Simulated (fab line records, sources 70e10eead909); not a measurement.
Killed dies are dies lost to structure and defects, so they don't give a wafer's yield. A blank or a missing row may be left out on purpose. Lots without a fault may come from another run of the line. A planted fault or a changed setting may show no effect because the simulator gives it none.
fab line records | flow nand_harc
record lots=5 wafers=15 last_day=32
route steps=1302 shown A_SGD_CUT@894 END@1302
lots that met no fault: from a run of the same line without faults
start_h: hours from the record's first day to the start of the lot's first wafer shown | wait_h: hours since the lot's step before | " the same as in the row above | L1.1+2: a row that stands for several wafers | - no value, or no start given | * or withheld: withheld | < > ~ a bound
route shown NAME@n: a module of which the file shows steps, and the number in the route of the first | usual: mean/standard deviation of fault-free wafers | same: alike in all rows | chamber/n: place in a boat | sites: the reading at each site | _std_site: their standard deviation | _edge_site: outer sites' mean less inner sites' | radius_mm: how far each site lies from the wafer's centre | mask NAME#n: copy n | behind: the tool/chamber that last shaped the wafer | hold: why the lot was held/for how many hours/how that ended | device: the transistor (n, p or np) that didn't switch | end of line: the same wafers' tests at the end of the route | a step without rows: its recipe alone | killed: dies lost to structure and defects at the first sort, not the wafer's yield | map: a wafer's dies, x killed, . not, _ none there
set.NAME: the setting as run; set.NAME@STEP: as run at that earlier step | model.NAME: the simulator's own value behind a step, which no gauge read
lots at some steps of the route; a table a step, a row a wafer
services: from which hour (start_h, from the record's first day; less than 0 if before it) a tool's chamber was out of use, for how many hours, and why
## steps
# step NHARC_A_SGD_CUT_COAT_57
# recipe temp_c=225 time_s=65
# step NHARC_A_SGD_CUT_COAT_03
# recipe spin_rpm=1500 resist_thk_nm=90
# step NHARC_A_SGD_CUT_SOFTBAKE_04
# recipe temp_c=105 time_s=55
# step NHARC_A_SGD_CUT_EBR_05
# step NHARC_A_SGD_CUT_EXPOSE_06
# recipe na=1.35 dose_mj=85.59 mask_id=SGD
# step NHARC_A_SGD_CUT_PEB_07
# recipe peb_temp_c=100 peb_time_s=65
# step NHARC_A_SGD_CUT_DEVELOP_08
# recipe develop_time_s=35 dev_temp_c=23
# step NHARC_A_SGD_CUT_CD_MEAS_09
# recipe target_cd_nm=100 landing_energy_ev=500
# usual cd_nm=100.1/0.74
# columns lot.wafer tool chamber start_h wait_h cd_nm
L377.3 cd_sem-03 0 444.96 - 100.5
L377.4 " 0 " " 100.3
L377.6 " 0 " " 100.3
L387.2 cd_sem-01 0 539.08 - 100.0
L387.4 " 0 " " 100.8
L387.5 " 0 " " 100.3
L391.1 cd_sem-01 0 585.18 - 99.5
L391.3 " 0 " " 101.1
L391.6 " 0 " " 100.2
L393.1 cd_sem-02 0 596.68 - 100.9
L393.4 " 0 " " 101.1
L393.5 " 0 " " 101.4
L396.2 cd_sem-02 0 633.54 - 100.1
L396.3 " 0 " " 101.1
L396.6 " 0 " " 101.3
# step NHARC_A_SGD_CUT_OVL_MEAS_10
# usual overlay_x_nm=0.1/0.72 overlay_y_nm=0.2/0.76
# columns lot.wafer tool chamber start_h wait_h overlay_x_nm overlay_y_nm
L377.3 overlay-01 - 445.04 - -1.3 0.3
L377.4 " - " " -0.7 -0.1
L377.6 " - " " -0.6 0.0
L387.2 overlay-02 - 539.17 - -0.1 0.9
L387.4 " - " " -0.4 1.3
L387.5 " - " " -0.3 0.7
L391.1 overlay-01 - 585.26 - -0.9 -0.5
L391.3 " - " " -1.1 -0.2
L391.6 " - " " -0.5 -0.2
L393.1 overlay-01 - 596.77 - 0.3 0.3
L393.4 " - " " -0.6 0.6
L393.5 " - " " 0.1 0.2
L396.2 overlay-01 - 633.62 - 1.3 0.1
L396.3 " - " " 1.0 -0.3
L396.6 " - " " 1.2 0.5
# step NHARC_A_SGD_CUT_INSPECT_11
# usual raw_defect_count=54/28
# columns lot.wafer tool chamber start_h wait_h raw_defect_count
L377.3 defect_inspect-02 - 445.08 0.0 76
L377.4 " - " " 72
L377.6 " - " " 72
L387.2 defect_inspect-01 - 539.21 0.0 64
L387.4 " - " " 66
L387.5 " - " " 60
L391.1 defect_inspect-02 - 585.30 0.0 29
L391.3 " - " " 48
L391.6 " - " " 39
L393.1 defect_inspect-02 - 596.80 0.0 102
L393.4 " - " " 93
L393.5 " - " " 101
L396.2 defect_inspect-01 - 633.66 0.0 25
L396.3 " - " " 24
L396.6 " - " " 25
# step NHARC_A_SGD_CUT_DESCUM_14
# recipe time_s=3 o2_flow_sccm=200 ar_flow_sccm=0 bias_power_w=0 chemistry=O2
# usual drypump_motor_current_A=5.97/0.28 o2_flow_sccm=200.0/0.56 oes_product_au=0.998/0.014 rf_vpp_V=57.6/0.92 showerhead_plenum_p_Torr=1.86/0.066 throttle_valve_pct=11.311/0.0093
# columns lot.wafer tool chamber start_h wait_h drypump_motor_current_A o2_flow_sccm oes_product_au rf_hours_counter_h rf_vpp_V showerhead_plenum_p_Torr throttle_valve_pct
L377.3 rie_diel-03 1 445.15 0.1 6.67 201.1 1.002 13 57.3 1.94 11.304
L377.4 " 2 " " 5.93 200.2 0.976 13 57.9 1.80 11.319
L377.6 " 3 " " 6.19 199.7 0.970 - 57.1 1.91 11.302
L387.2 rie_diel-09 1 539.28 0.1 5.69 199.1 1.009 2 58.2 2.01 11.295
L387.4 " 2 " " 6.04 199.6 1.012 2 56.7 1.86 11.320
L387.5 " 3 " " 6.03 200.3 1.001 - 57.5 1.84 11.313
L391.1 rie_diel-08 1 585.36 0.1 5.86 199.4 0.995 1 56.1 1.88 11.311
L391.3 " 2 " " 6.19 200.2 0.977 1 57.3 1.80 11.303
L391.6 " 2 " " 6.18 200.1 0.979 - 56.2 1.80 11.299
L393.1 rie_diel-03 2 596.87 0.1 5.94 199.8 1.005 10 56.5 1.80 11.304
L393.4 " 3 " " 6.20 200.5 0.999 11 57.5 1.91 11.324
L393.5 " 2 " " 5.94 199.9 1.012 - 58.0 1.80 11.313
L396.2 rie_diel-09 3 633.72 0.1 6.08 199.2 0.999 8 56.1 1.84 11.316
L396.3 " 1 " " 5.69 200.2 1.005 7 58.0 2.01 11.298
L396.6 " 3 " " 6.08 199.4 0.996 - 57.8 1.84 11.315
# step NHARC_A_SGD_CUT_ETCH_58
# recipe target_depth_a=390 over_etch_frac=0.3 time_s=65 ion_energy_ev=80 cf4_flow_sccm=150 ar_flow_sccm=0 rf_w=300 bias_w=100 chemistry=CF4
# usual drypump_motor_current_A=5.98/0.27 oes_product_au=0.999/0.013 rf_vpp_V=150.8/1.1 run_length_s=86.4/0.5 showerhead_plenum_p_Torr=1.73/0.057 throttle_valve_pct=13.282/0.0092
# columns lot.wafer tool chamber start_h wait_h drypump_motor_current_A oes_product_au rf_hours_counter_h rf_vpp_V run_length_s showerhead_plenum_p_Torr throttle_valve_pct
L377.3 rie_diel-03 3 445.23 0.1 6.20 0.973 12 151.6 85.4 1.77 13.279
L377.4 " 1 " " 6.62 0.993 13 150.1 86.9 1.79 13.292
L377.6 " 2 " " 5.93 0.974 - 151.3 86.3 1.67 13.284
L387.2 rie_diel-09 2 539.36 0.1 6.04 0.992 2 151.3 85.7 1.72 13.304
L387.4 " 3 " " 6.07 0.995 2 151.5 86.1 1.71 13.269
L387.5 " 2 " " 6.04 0.995 - 150.7 85.6 1.72 13.288
L391.3 rie_diel-08 1 585.45 0.1 5.86 1.003 1 150.6 86.2 1.74 13.292
L391.1 " 0 " " 5.92 1.001 1 150.3 85.7 1.71 13.279
L391.6 " 2 " " 6.20 0.977 - 151.3 86.0 1.67 13.270
L393.1 rie_diel-03 1 596.96 0.1 6.56 0.993 10 149.6 86.5 1.79 13.269
L393.4 " 3 " " 6.18 0.990 11 151.1 85.8 1.76 13.279
L393.5 " 0 " " 5.75 1.013 - 150.8 86.5 1.68 13.277
L396.3 rie_diel-09 3 633.82 0.1 6.08 1.003 8 151.3 86.6 1.71 13.283
L396.2 " 1 " " 5.69 1.007 7 153.5 86.7 1.85 13.284
L396.6 " 3 " " 6.06 1.007 - 151.9 86.9 1.71 13.293
# step NHARC_A_SGD_CUT_ETCH_59
# recipe target_depth_a=2600 over_etch_frac=0.25 time_s=406.25 ion_energy_ev=200 n2_flow_sccm=150 h2_flow_sccm=150 ar_flow_sccm=0 rf_w=400 bias_w=150 chemistry=N2/H2
# usual drypump_motor_current_A=5.98/0.27 oes_product_au=1.000/0.013 rf_vpp_V=429.0/2.2 run_length_s=427.6/0.5 showerhead_plenum_p_Torr=1.99/0.073 throttle_valve_pct=14.171/0.0092
# columns lot.wafer tool chamber start_h wait_h drypump_motor_current_A oes_product_au rf_hours_counter_h rf_vpp_V run_length_s showerhead_plenum_p_Torr throttle_valve_pct
L377.4 rie_diel-03 0 445.34 - 5.72 0.991 14 427.2 428.1 1.93 14.179
L377.3 " 2 " " 5.93 0.997 13 426.2 427.3 1.92 14.169
L377.6 " 3 " " 6.21 0.978 - 431.3 426.6 2.04 14.152
L387.2 rie_diel-09 0 539.44 - 5.95 1.037 2 427.8 322.9 1.91 14.170
L387.4 " 1 " " 5.68 1.009 2 432.5 428.0 2.15 14.189
L387.5 " 0 " " 5.97 1.034 - 426.1 323.3 1.91 14.168
L391.3 rie_diel-08 1 585.57 - 5.86 1.001 1 429.9 428.2 2.01 14.175
L391.1 " 3 " " 5.50 0.984 1 428.8 427.8 1.98 14.163
L391.6 " 1 " " 5.86 1.000 - 430.6 427.6 2.01 14.179
L393.4 rie_diel-03 3 597.10 - 6.20 0.992 11 429.5 426.5 2.03 14.165
L393.1 " 0 " " 5.70 1.007 11 427.6 427.5 1.92 14.169
L393.5 " 1 " " 6.71 0.997 - 431.4 428.3 2.07 14.167
L396.3 rie_diel-09 0 633.93 - 5.99 1.030 8 425.5 427.9 1.90 14.173
L396.2 " 1 " " 5.68 1.000 7 433.9 428.5 2.15 14.166
L396.6 " 0 " " 5.98 1.009 - 427.6 428.2 1.90 14.162
# step NHARC_A_SGD_CUT_ETCH_15
# recipe target_depth_a=750 time_s=64.3 ch3f_flow_sccm=50 o2_flow_sccm=30 ar_flow_sccm=200 rf_w=500 bias_w=100 chemistry=CH3F/O2
# usual drypump_motor_current_A=5.97/0.27 o2_flow_sccm=30.00/0.083 oes_product_au=0.952/0.023 rf_vpp_V=262.9/1.5 run_length_s=85.7/0.51 showerhead_plenum_p_Torr=2.40/0.085 throttle_valve_pct=20.663/0.01
# columns lot.wafer tool chamber start_h wait_h drypump_motor_current_A o2_flow_sccm oes_product_au rf_hours_counter_h rf_vpp_V run_length_s showerhead_plenum_p_Torr throttle_valve_pct
L377.3 rie_diel-03 2 - - 5.94 29.92 0.954 13 260.3 85.2 2.32 20.672
L377.4 " 3 " " 6.19 29.88 0.935 12 264.1 84.7 2.45 20.659
L377.6 " 3 " " 6.17 29.97 0.933 - 264.0 84.6 2.46 20.663
L387.4 rie_diel-09 2 - - 6.04 29.81 0.958 2 261.4 84.8 2.39 20.644
L387.2 " 3 " " 6.06 29.93 0.953 2 263.0 85.4 2.37 20.660
L387.5 " 1 " " 5.65 30.02 0.984 - 265.1 86.3 2.58 20.646
L391.3 rie_diel-08 3 - - 5.51 30.00 0.947 1 262.1 86.5 2.39 20.676
L391.1 " 0 " " 5.95 30.04 0.959 1 261.1 85.3 2.38 20.665
L391.6 " 2 " " 6.23 29.94 0.930 - 262.9 85.7 2.32 20.655
L393.4 rie_diel-03 2 - - 5.93 30.08 0.967 10 262.4 85.4 2.32 20.679
L393.1 " 3 " " 6.19 30.03 0.967 11 265.1 84.7 2.45 20.661
L393.5 " 1 " " 6.62 30.06 0.964 - 264.3 85.8 2.49 20.680
L396.2 rie_diel-09 3 - - 6.08 30.07 0.952 8 261.9 85.9 2.37 20.659
L396.3 " 1 " " 5.68 29.96 0.959 7 266.2 86.1 2.58 20.660
L396.6 " 1 " " 5.66 29.93 0.961 - 265.2 86.1 2.58 20.638
# step NHARC_END_SORT_01
# recipe temp_c=25
# usual killed_at_array=55/17 killed_at_other=0.9/1.2 killed_at_periphery=3.7/2.5 killed_dies=59/18 killed_open=3.4/1.9 killed_short=2.6/1.6
# same gross_dies=677
# columns lot.wafer tool chamber start_h wait_h killed_at_array killed_at_other killed_at_periphery killed_dies killed_open killed_short
L387.2 prober-01 0 674.01 2.8 666 1 7 674 6 3
L387.4 prober-01 0 675.61 3.4 47 0 7 54 4 4
L387.5 prober-01 0 676.41 3.7 667 0 9 676 5 0
L396.2 prober-01 0 753.41 2.8 57 1 1 59 8 5
L396.3 prober-01 0 754.21 3.1 52 0 3 55 1 1
L396.6 prober-01 0 756.60 4.0 61 0 2 63 3 2
# killed by level:class
L387.2 A_SGD_CUT:area_etch=614 A_CHANNEL_HOLE_D1:chamber_film_flake=28 A_CONTACT:chamber_film_flake=5 P_STI:chamber_film_flake=3 A_STAIRCASE:chamber_film_flake=3 A_CHANNEL_FILL_D1:chamber_film_flake=3 P_ZERO_WELL:chamber_film_flake=2 A_CHANNEL_HOLE_D2:chamber_film_flake=2
L387.4 A_CHANNEL_HOLE_D1:chamber_film_flake=31 A_STAIRCASE:chamber_film_flake=4 P_STI:chamber_film_flake=3 P_CONTACT:geometric_particle:open=2 A_CHANNEL_FILL_D1:geometric_particle:short=2 A_CHANNEL_FILL_D1:chamber_film_flake=2 A_ONON_D1:geometric_particle:short=1 A_CHANNEL_FILL_D1:geometric_particle:open=1
L387.5 A_SGD_CUT:area_etch=615 A_CHANNEL_HOLE_D1:chamber_film_flake=35 P_STI:chamber_film_flake=6 A_STAIRCASE:chamber_film_flake=5 A_CONTACT:chamber_film_flake=5 P_GATE:geometric_particle:open=2 A_CHANNEL_FILL_D1:geometric_particle:open=1 A_WL_FILL:geometric_particle:open=1
L396.2 A_SLIT:chamber_film_flake=22 A_CHANNEL_HOLE_D1:chamber_film_flake=15 A_CONTACT:chamber_film_flake=4 A_ONON_D1:geometric_particle:short=3 A_CHANNEL_FILL_D2:geometric_particle:open=2 A_CHANNEL_FILL_D1:chamber_film_flake=2 P_CONTACT:geometric_particle:open=1 A_CHANNEL_FILL_D1:geometric_particle:open=1
L396.3 A_SLIT:chamber_film_flake=29 A_CHANNEL_HOLE_D1:chamber_film_flake=11 A_CONTACT:chamber_film_flake=3 P_M1:chamber_film_flake=2 A_DECK1_JOINT:chamber_film_flake=2 A_CHANNEL_HOLE_D2:chamber_film_flake=2 A_CHANNEL_FILL_D1:geometric_particle:short=1 A_DECK1_JOINT:geometric_particle:open=1
L396.6 A_SLIT:chamber_film_flake=30 A_CHANNEL_HOLE_D1:chamber_film_flake=11 A_CONTACT:chamber_film_flake=5 A_DECK1_JOINT:chamber_film_flake=4 A_CHANNEL_FILL_D2:chamber_film_flake=3 P_M1:geometric_particle:open=1 A_CHANNEL_FILL_D1:geometric_particle:short=1 A_DECK1_JOINT:geometric_particle:short=1
# map L387.5 (x killed, . not)
____________x____________
_________x.xxxxx_________
_______xxxxxxxxxxx_______
______xxxxxxxxxxxxx______
_____xxxxxxxxxxxxxxx_____
____xxxxxxxxxxxxxxxxx____
____xxxxxxxxxxxxxxxxx____
___xxxxxxxxxxxxxxxxxxx___
___xxxxxxxxxxxxxxxxxxx___
__xxxxxxxxxxxxxxxxxxxxx__
__xxxxxxxxxxxxxxxxxxxxx__
_xxxxxxxxxxxxxxxxxxxxxxx_
_xxxxxxxxxxxxxxxxxxxxxxx_
_xxxxxxxxxxxxxxxxxxxxxxx_
_xxxxxxxxxxxxxxxxxxxxxxx_
_xxxxxxxxxxxxxxxxxxxxxxx_
xxxxxxxxxxxxxxxxxxxxxxxxx
xxxxxxxxxxxxxxxxxxxxxxxxx
xxxxxxxxxxxxxxxxxxxxxxxxx
xxxxxxxxxxxxxxxxxxxxxxxxx
xxxxxxxxxxxxxxxxxxxxxxxxx
_xxxxxxxxxxxxxxxxxxxxxxx_
_xxxxxxxxxxxxxxxxxxxxxxx_
_xxxxxxxxxxxxxxxxxxxxxxx_
_xxxxxxxxxxxxxxxxxxxxxxx_
_xxxxxxxxxxxxxxxxxxxxxxx_
__xxxxxxxxxxxxxxxxxxxxx__
__xxxxxxxxxxxxxxxxxxxxx__
___xxxxxxxxxxxxxxxxxxx___
___xxxxxxxxxxxxxxxxxxx___
____xxxxxxxxxxxxxxxxx____
____xxxxxxxxxxxxxxxxx____
_____xxxxxxxxxxxxxxx_____
______xxxxxxxxxxxxx______
_______xxxxxxxxxxx_______
_________xxxxxxx_________
____________x____________
# map L396.6 (x killed, . not)
____________.____________
_________..x..x._________
_______..........._______
______.............______
_____......x........_____
____.........x.......____
____.................____
___.xx................___
___..x.........x...x..___
__.x..xx...............__
__x.xxxx...............__
_...x..xx...x..........._
_.xx.xxxx.x............._
_x.xxxx..x..xxxx........_
_..xxxxx................_
_.xx.xxxxx.............._
....xx..x..x.............
....xx.x.................
.........................
.........................
.........................
_.x....................._
_......................._
_......................x_
_......................._
_......................._
__.....................__
__...................x.__
___...................___
___......x............___
____.....x.........x.____
____.................____
_____..............._____
______.............______
_______..........._______
_________......._________
____________.____________
## services
# columns tool chamber start_h hours kind
rie_diel-09 0 427.31 - clean
rie_diel-09 1 427.31 - clean
rie_diel-09 2 427.31 - clean
rie_diel-09 3 427.31 - clean
rie_diel-03 0 437.30 - clean
rie_diel-03 1 437.30 - clean
rie_diel-03 2 437.30 - clean
rie_diel-03 3 437.30 - clean
rie_diel-08 3 447.71 15.0 repair
rie_diel-09 0 451.81 - clean
rie_diel-09 1 451.81 - clean
rie_diel-09 2 451.81 - clean
rie_diel-09 3 451.81 - clean
rie_diel-03 - 458.30 9.0 pm
rie_diel-03 0 458.30 9.0 vent_cycle
rie_diel-03 1 458.30 9.0 vent_cycle
rie_diel-03 2 458.30 9.0 vent_cycle
rie_diel-09 - 491.30 1.5 repair
rie_diel-09 - 497.31 9.0 pm
rie_diel-09 - 517.32 0.3 repair
rie_diel-09 3 533.60 1.4 repair
rie_diel-08 - 544.85 9.0 pm
rie_diel-03 3 614.82 6.3 repair
rie_diel-09 2 624.18 10.4 repair
## key
first_sign step=NHARC_A_SGD_CUT_ETCH_59 reading=run_length_s direction=down sigmas=99+ usual=* struck=*
effect step=NHARC_END_SORT_01 reading=killed_at_array direction=up sigmas=35 usual=55 struck=666
more_kills_born_at NHARC_A_SGD_CUT_ETCH_59@rie_diel-09=1229
met_at NHARC_A_SGD_CUT_ETCH_59
struck_wafers L387.2,L387.5
later_rows_left_out L387.2,L387.5
tester_left_out L387
fault kind=process_parameter_drift tool=rie_diel-09 chamber=0 onset_h=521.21 steps=NHARC_A_SGD_CUT_ETCH_59 channel=time_s offset=* shape=step end_h=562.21 acts_in=* stated=*
# tester_left_out: of these lots the tester's yield and bins aren't shown, on N5 and GAA mostly nor the transistor test; their killed dies are dies lost to structure and defects alone, not to doping, threshold or leakage, so they don't give the yield
# later_rows_left_out: the simulator's readings of these wafers behind a module that went badly wrong aren't trusted and aren't shown, but for the sort
